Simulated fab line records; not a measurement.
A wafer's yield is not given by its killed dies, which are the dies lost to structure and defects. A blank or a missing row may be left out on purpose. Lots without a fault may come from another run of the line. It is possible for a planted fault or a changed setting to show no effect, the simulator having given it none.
Chamber matching    flow nand-harc    NHARC_A_STAIRCASE_ETCHBACK_157 on rie-diel-11: 4 sister chambers
The step etches the open film in CH3F/O2, target depth 90 nm, time 167.14 s. 8 wafers are shown with their chamber, then 8 later ones without.

## EACH WAFER AND ITS CHAMBER
wafer   chamber  showerhead-plenum-p-Torr (Torr)  drypump-motor-current-A (A)
L081.6  0        2.33                             5.8
L084.1  3        2.30                             6.7
L084.2  1        2.61                             5.7
L084.6  0        2.33                             5.8
L093.1  1        2.61                             5.7
L093.2  2        2.63                             6.1
L093.6  2        2.63                             6.1
L092.1  3        2.29                             6.6

## WAFERS WHOSE CHAMBER IS MISSING
wafer   showerhead-plenum-p-Torr (Torr)  drypump-motor-current-A (A)
L092.3  2.33                             5.8
L092.4  2.63                             6.1
L097.2  2.29                             6.6
L097.4  2.60                             5.7
L097.6  2.62                             6.1
L094.1  2.60                             5.7
L094.4  2.62                             6.1
L094.6  2.60                             5.7

## WHICH CHAMBER EACH ONE RAN IN
wafer   from the rows above  in truth
L092.3  0                    0
L092.4  2                    2
L097.2  3                    3
L097.4  1                    1
L097.6  2                    2
L094.1  1                    1
L094.4  2                    2
L094.6  1                    1
Placed correctly: 8 of 8. Not placeable from these rows: 0. 0 placed wrongly.
How it was worked out, from the rows above alone: a wafer's distance from a chamber is the root of the sum, over the readings, of the square of ((its reading less the chamber's mean) divided by the reading's scatter). If the next closest chamber is less than 2 further off than the closest, the wafer can't be placed; otherwise it belongs to the closest. The mean given for a chamber averages the wafers shown for that chamber. The scatter: the root of (the sum of the squares of (reading less its chamber's mean) over the shown wafers, divided by (wafers less chambers)).
